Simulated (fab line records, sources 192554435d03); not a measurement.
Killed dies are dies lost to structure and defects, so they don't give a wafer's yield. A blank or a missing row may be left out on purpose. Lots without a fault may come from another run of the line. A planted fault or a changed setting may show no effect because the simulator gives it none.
Chamber matching | flow n5_finfet | N5_BEOL_M15_CMP_49 on cmp-03: 4 sister chambers
The step polishes, stops on SiO2, t overpolish 4.9 s, target thk 850 nm. 4 wafers are shown with their chamber, then 7 later ones without.

WAFERS WITH THEIR CHAMBER
wafer  | chamber | motor_current_A (A)
L079.6 | 3       | 9.5
L081.5 | 0       | 7.1
L089.3 | 1       | 9.0
L089.4 | 2       | 9.9

WAFERS WITHOUT THEIR CHAMBER
wafer  | motor_current_A (A)
L089.5 | 7.0
L091.1 | 9.2
L091.3 | 8.9
L091.4 | 7.1
L096.1 | 9.3
L096.2 | 9.6
L096.4 | 7.5

WHICH CHAMBER EACH WENT THROUGH
wafer  | from the rows above     | in truth
L089.5 | 0                       | 0
L091.1 | can't be placed: 1 or 3 | 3
L091.3 | 1                       | 1
L091.4 | 0                       | 0
L096.1 | can't be placed: 3 or 1 | 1
L096.2 | can't be placed: 3 or 2 | 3
L096.4 | 0                       | 0
Placed correctly: 4 of 7. Can't be placed from these rows: 3 (the true chamber is among the candidates in 3). Placed wrongly: 0.
How it was worked out, from the rows above alone: a wafer's distance from a chamber is the root of the sum, over the readings, of the square of ((its reading less the chamber's mean) divided by the reading's scatter). The wafer belongs to the nearest chamber; if the next one is less than 2 further off, it can't be placed. A chamber's mean is the mean of its shown wafers. The scatter: with one shown wafer a chamber, the root of the mean of the squares of how far each hidden wafer lies from its nearest shown one.
